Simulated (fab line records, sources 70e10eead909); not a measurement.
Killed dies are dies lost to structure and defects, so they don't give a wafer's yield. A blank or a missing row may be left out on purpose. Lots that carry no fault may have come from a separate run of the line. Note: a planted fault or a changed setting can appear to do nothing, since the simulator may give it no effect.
fab line records	flow nand-harc	part 2 of 2: steps 39 to 39 of 39
[record] lots = 7	wafers = 21	last-day = 31
route steps=1302 shown P_M1@296 P_M2@318 END@1302
lots untouched by any fault: they come from a run of this same line in which no faults occurred
start-h: the number of hours between the record's first day and the start of the first shown wafer of the lot	wait-h: hours elapsed since this lot's preceding step	" as in the row above	L1.1+2: a row that stands for several wafers	- either no value or no given start	* or withheld: withheld	< > ~ a bound
route shown NAME@n: names a module that has steps shown in the file, with the first one's number in the route	usual: average and standard deviation across the fault-free wafers	same: alike in all rows	chamber/n: place in a boat	sites: the reading at each site	_std_site: the standard deviation of these	_edge_site: outer sites' mean less inner sites'	radius-mm: for every site, how far away it sits from the centre of the wafer	mask NAME#n: copy n	behind: the most recent tool/chamber to have shaped the wafer	hold: reason for holding the lot/hours on hold/outcome of the hold	device: names the non-switching transistor (n, p or np)	end of line: the tests these same wafers got at the end of their route	a step with no rows: only its recipe	killed: count of dies lost to structure and defects at first sort (not the wafer's yield)	map: shows each die of a wafer: x if killed, . if not, _ if none is there
set.NAME: setting as actually run; set.NAME@STEP: the setting as run at that earlier step	model.NAME: the simulator's own value behind a step, which no gauge read
certain route steps with their lots: each step a table, each wafer a row
services: the hour from which a tool's chamber was out of use, counted from the record's first day as start-h (under 0 if before that day), plus the number of hours and why
[[steps]]
[step NHARC_END_SORT_01]
[recipe] temp-c = 25
[usual] defect-limited-yield = 90.2/2.3	killed-at-array = 62/15	killed-at-other = 0.8/1	killed-at-periphery = 3.7/2.6	killed-dies = 66/15	killed-open = 3.1/1.8	killed-short = 2.6/1.7
[same] gross-dies = 677
lot.wafer	tool	chamber	start-h	wait-h	defect-limited-yield[%]	killed-at-array	killed-at-other	killed-at-periphery	killed-dies	killed-open	killed-short
L717.2	prober-01	0	558.67	2.8	92.2	49	0	4	53	4	4
L717.3	prober-01	0	559.46	3.1	89.4	70	1	1	72	3	8
L717.4	prober-01	0	560.26	3.4	91.9	55	0	0	55	3	4
L716.2	prober-01	0	566.45	2.8	91.0	58	0	3	61	5	1
L716.3	prober-01	0	567.26	3.1	88.5	74	1	3	78	3	6
L716.6	prober-01	0	569.70	4.1	93.4	40	0	5	45	4	0
L723.4	prober-02	0	642.01	3.4	93.4	42	1	2	45	5	2
L723.5	prober-02	0	642.82	3.7	93.6	37	2	4	43	3	2
L723.6	prober-02	0	643.63	4.1	93.4	44	0	1	45	2	1
L724.1	prober-01	0	646.00	2.5	88.0	71	0	10	81	2	0
L724.2	prober-01	0	646.80	2.8	90.5	54	0	10	64	2	4
L724.6	prober-01	0	649.99	4.0	90.0	52	2	14	68	1	3
L732.2	prober-02	0	714.61	2.8	81.8	60	1	62	123	5	4
L732.4	prober-02	0	716.19	3.4	86.0	42	0	53	95	3	2
L732.5	prober-02	0	716.99	3.7	84.9	54	0	48	102	5	3
L733.2	prober-02	0	728.64	2.8	85.5	44	0	54	98	2	2
L733.5	prober-02	0	731.04	3.7	84.8	54	0	49	103	5	5
L733.6	prober-02	0	731.84	4.0	81.7	52	0	72	124	5	3
L730.1	prober-01	0	732.65	2.5	81.1	61	1	66	128	0	2
L730.4	prober-01	0	735.03	3.4	83.3	54	0	59	113	2	2
L730.6	prober-01	0	736.63	4.0	83.2	55	1	58	114	1	0
// killed by level:class
L717.2 A_CHANNEL_HOLE_D1:chamber-film-flake=26 A_CHANNEL_HOLE_D2:chamber-film-flake=11 A_CONTACT:chamber-film-flake=3 A_STAIRCASE:chamber-film-flake=2 P_CONTACT:geometric-particle:short=1 P_CONTACT:geometric-particle:open=1 P_M0:geometric-particle:short=1 A_ONON_D2:geometric-particle:open=1
L717.3 A_CHANNEL_HOLE_D1:chamber-film-flake=39 A_CHANNEL_HOLE_D2:chamber-film-flake=7 A_STAIRCASE:chamber-film-flake=6 A_CONTACT:chamber-film-flake=4 A_WL_FILL:chamber-film-flake=3 A_ONON_D1:geometric-particle:short=2 A_CHANNEL_FILL_D2:geometric-particle:open=2 A_ONON_D2:geometric-particle:short=1
L717.4 A_CHANNEL_HOLE_D1:chamber-film-flake=24 A_STAIRCASE:chamber-film-flake=10 A_CHANNEL_HOLE_D2:chamber-film-flake=9 A_CHANNEL_FILL_D1:chamber-film-flake=3 A_CHANNEL_FILL_D1:geometric-particle:short=1 A_ONON_D2:geometric-particle:short=1 A_ONON_D2:geometric-particle:open=1 A_CHANNEL_HOLE_D2:geometric-particle:short=1
L716.2 A_CHANNEL_HOLE_D2:chamber-film-flake=27 A_CHANNEL_HOLE_D1:chamber-film-flake=18 A_WL_FILL:chamber-film-flake=5 A_ONON_D2:geometric-particle:open=2 A_CHANNEL_FILL_D2:geometric-particle:open=2 P_CONTACT:chamber-film-flake=2 A_ONON_D1:geometric-particle:short=1 A_CONTACT:geometric-particle:open=1
L716.3 A_CHANNEL_HOLE_D2:chamber-film-flake=36 A_CHANNEL_HOLE_D1:chamber-film-flake=28 P_CONTACT:chamber-film-flake=2 P_M2:geometric-particle:short=1 A_ONON_D1:geometric-particle:short=1 A_DECK1_JOINT:geometric-particle:short=1 A_CHANNEL_FILL_D2:geometric-particle:open=1 A_WL_FILL:geometric-particle:short=1
L716.6 A_CHANNEL_HOLE_D1:chamber-film-flake=20 A_CHANNEL_HOLE_D2:chamber-film-flake=15 P_CONTACT:chamber-film-flake=4 A_ONON_D1:geometric-particle:open=2 P_GATE:geometric-particle:open=1 A_CONTACT:geometric-particle:open=1 A_STAIRCASE:chamber-film-flake=1 A_CONTACT:chamber-film-flake=1
L723.4 A_CHANNEL_HOLE_D2:chamber-film-flake=10 A_STAIRCASE:chamber-film-flake=8 A_CHANNEL_HOLE_D1:chamber-film-flake=7 A_CONTACT:chamber-film-flake=6 A_CONTACT:geometric-particle:open=2 A_ONON_D1:geometric-particle:short=1 A_ONON_D2:geometric-particle:short=1 A_ONON_D2:geometric-particle:open=1
L723.5 A_CHANNEL_HOLE_D2:chamber-film-flake=12 A_CHANNEL_HOLE_D1:chamber-film-flake=9 A_STAIRCASE:chamber-film-flake=4 A_CONTACT:chamber-film-flake=4 A_SGD_CUT:geometric-particle:short=2 P_STI:chamber-film-flake=2 P_GATE:chamber-film-flake=2 THIN_TSV:chamber-film-flake=2
L723.6 A_CHANNEL_HOLE_D2:chamber-film-flake=17 A_STAIRCASE:chamber-film-flake=6 A_CHANNEL_HOLE_D1:chamber-film-flake=5 A_CONTACT:chamber-film-flake=5 A_CHANNEL_FILL_D2:chamber-film-flake=2 A_WL_FILL:chamber-film-flake=2 A_DECK1_JOINT:geometric-particle:open=1 A_CHANNEL_FILL_D2:geometric-particle:open=1
L724.1 A_CHANNEL_HOLE_D1:chamber-film-flake=40 A_CHANNEL_HOLE_D2:chamber-film-flake=16 A_CONTACT:chamber-film-flake=9 P_GATE:chamber-film-flake=8 A_ZERO_WELL:chamber-film-flake=2 A_SLIT:chamber-film-flake=2 A_ONON_D2:geometric-particle:open=1 A_SGD_CUT:geometric-particle:open=1
L724.2 A_CHANNEL_HOLE_D1:chamber-film-flake=24 A_CHANNEL_HOLE_D2:chamber-film-flake=14 A_CONTACT:chamber-film-flake=8 P_GATE:chamber-film-flake=5 P_M1:geometric-particle:short=2 P_M1:chamber-film-flake=2 A_DECK1_JOINT:chamber-film-flake=2 A_ONON_D2:geometric-particle:open=1
L724.6 A_CHANNEL_HOLE_D1:chamber-film-flake=25 A_CHANNEL_HOLE_D2:chamber-film-flake=13 P_GATE:chamber-film-flake=7 A_CONTACT:chamber-film-flake=5 A_SLIT:chamber-film-flake=4 P_STI:chamber-film-flake=3 A_DECK1_JOINT:geometric-particle:short=2 A_ZERO_WELL:chamber-film-flake=2
L732.2 P_M1:unspecified=54 A_SLIT:chamber-film-flake=32 A_CHANNEL_HOLE_D1:chamber-film-flake=14 P_BONDPAD:chamber-film-flake=3 A_STAIRCASE:chamber-film-flake=3 A_BLC:chamber-film-flake=3 P_CONTACT:geometric-particle:open=2 A_CONTACT:geometric-particle:open=2
L732.4 P_M1:unspecified=51 A_SLIT:chamber-film-flake=27 A_CHANNEL_HOLE_D1:chamber-film-flake=3 A_STAIRCASE:chamber-film-flake=3 A_BLC:chamber-film-flake=3 P_CONTACT:geometric-particle:open=1 P_M2:geometric-particle:short=1 A_ONON_D1:geometric-particle:short=1
L732.5 P_M1:unspecified=45 A_SLIT:chamber-film-flake=29 A_CHANNEL_HOLE_D1:chamber-film-flake=7 A_BLC:chamber-film-flake=6 A_STAIRCASE:chamber-film-flake=3 A_CONTACT:chamber-film-flake=3 P_CONTACT:geometric-particle:open=2 A_ONON_D2:geometric-particle:open=2
L733.2 P_M1:unspecified=52 A_CHANNEL_HOLE_D1:chamber-film-flake=27 A_CONTACT:chamber-film-flake=5 A_M1:chamber-film-flake=3 A_SLIT:chamber-film-flake=2 A_STAIRCASE:chamber-film-flake=2 P_M0:geometric-particle:short=1 A_DECK1_JOINT:geometric-particle:open=1
L733.5 P_M1:unspecified=45 A_CHANNEL_HOLE_D1:chamber-film-flake=29 A_CONTACT:chamber-film-flake=8 A_ZERO_WELL:chamber-film-flake=4 A_WL_FILL:geometric-particle:short=2 A_STAIRCASE:chamber-film-flake=2 A_WL_FILL:chamber-film-flake=2 P_GATE:geometric-particle:open=1
L733.6 P_M1:unspecified=65 A_CHANNEL_HOLE_D1:chamber-film-flake=26 A_SLIT:chamber-film-flake=8 A_STAIRCASE:chamber-film-flake=4 A_CONTACT:chamber-film-flake=3 P_CONTACT:geometric-particle:open=2 P_M0:geometric-particle:open=2 A_WL_FILL:geometric-particle:short=2
L730.1 P_M1:unspecified=63 A_SLIT:chamber-film-flake=20 A_CHANNEL_HOLE_D2:chamber-film-flake=15 A_CHANNEL_HOLE_D1:chamber-film-flake=10 A_STAIRCASE:chamber-film-flake=5 A_CONTACT:chamber-film-flake=5 P_BONDPAD:chamber-film-flake=2 A_CHANNEL_FILL_D2:chamber-film-flake=2
L730.4 P_M1:unspecified=53 A_SLIT:chamber-film-flake=23 A_CHANNEL_HOLE_D2:chamber-film-flake=16 A_CHANNEL_HOLE_D1:chamber-film-flake=6 P_BONDPAD:chamber-film-flake=4 A_CONTACT:chamber-film-flake=4 A_STAIRCASE:chamber-film-flake=2 P_GATE:geometric-particle:short=1
L730.6 P_M1:unspecified=56 A_SLIT:chamber-film-flake=25 A_CHANNEL_HOLE_D2:chamber-film-flake=16 A_CHANNEL_HOLE_D1:chamber-film-flake=7 A_CONTACT:chamber-film-flake=5 P_GATE:geometric-particle:open=1 P_BONDPAD:chamber-film-flake=1 A_DECK1_JOINT:chamber-film-flake=1
// map L730.1 (x killed, . not)
____________.____________
_________......._________
_______..........._______
______.............______
_____........x......_____
____.................____
____.................____
___........x..........___
___...................___
__.....................__
__.........x...........__
_......................._
_....................x.._
_......................._
_.....x.............x..._
_...........x.......x..._
...............x..x......
.x..................xx...
..................xx.....
..x...........x.xxxx.....
.................x.......
_........x.............._
_......................._
_........x.............._
_...x.xx..xxx...x.xx...._
_........xxxxxxxx..x...._
__.....x.xxxx.xxxxx....__
__.....xxxxxxxx..xxx...__
___....x.xxxxxxxxxxxx.___
___x...xxxxxxxxxxx.x..___
____...xxxxxxx..xxxx.____
____...x.xxxx..xxxxx.____
_____.x.xxxxx..xxx.x_____
______.xx.xxx......______
_______..xxx......_______
_________......._________
____________.____________
// map L732.2 (x killed, . not)
____________x____________
_________xxxxxxx_________
_______...xxxxxx.._______
______...xxxxxxx...______
_____....xxxxxxx...._____
____......xxxxxxxx...____
____......xxxxxxx....____
___.......xxxxxx......___
___.......x.xxx..x..x.___
__.x.......x...........__
__.....................__
_...........x........x.._
_...................x..._
_....x.................._
_.........x...x...x.x..._
_.................x....x_
...................xx....
..................x......
..........x........xx....
............xx....xx.....
.........................
_..................x.x.._
_......................._
_.x.................x..._
_..................x..x._
_................x......_
__x...........xx.xxx...__
__..............xxxx.x.__
___..x.......x..xx....___
___...........xxxxxx..___
____.........x.xx....____
____.........x.xxxx..____
_____.x.x....x.xx..._____
______....x.....xxx______
_______..........._______
_________..x...._________
____________.____________
[[services]]
tool	chamber	start-h	hours	kind
pvd-sputter-02	-	112.78	10.0	pm
rie-diel-13	3	121.84	8.2	repair
rie-diel-08	2	129.59	10.0	repair
rie-diel-06	-	130.20	9.0	pm
pvd-sputter-03	-	143.57	1.6	repair
rie-diel-06	0	152.61	1.8	repair
rie-diel-13	-	165.00	9.0	pm
pvd-sputter-03	-	170.00	10.0	pm
rie-diel-02	2	176.32	5.1	repair
rie-diel-06	2	178.76	1.5	repair
pvd-sputter-02	-	190.20	1.6	repair
rie-diel-08	-	190.80	9.0	pm
rie-diel-10	1	202.73	5.1	repair
rie-diel-02	-	216.79	9.0	pm
pvd-sputter-02	-	232.38	0.7	repair
rie-diel-08	-	235.63	0.2	repair
rie-diel-10	-	242.51	9.0	pm
rie-diel-02	-	245.40	0.6	repair
rie-diel-13	0	251.41	1.9	repair
rie-diel-08	-	267.18	4.9	repair
pvd-sputter-02	-	275.52	4.0	repair
rie-diel-13	3	279.35	7.7	repair
rie-diel-08	1	282.07	4.5	repair
pvd-sputter-02	-	290.78	10.0	pm
[[key]]
[first-sign] step = NHARC_END_SORT_01	reading = killed-at-periphery	direction = up	sigmas = 21	usual = 3.7	struck = 57.9
[effect] step = NHARC_END_SORT_01	reading = killed-dies	direction = up	sigmas = 2.9	usual = 66	struck = 111
[more-kills-born-at] NHARC_P_M1_PVD_21@pvd-sputter-03 = 484
met-at NHARC_P_M1_PVD_21
struck-wafers L730.1,L730.4,L730.6,L732.2,L732.4,L732.5,L733.2,L733.5,L733.6
onset-between 126.82 279.70
also-fits time
[fault] kind = chamber-particle-source	tool = pvd-sputter-03	chamber = -	onset-h = 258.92	steps = NHARC_P_M1_PVD_21	rate-per-visit-cm2 = 0.41556	end-h = 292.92
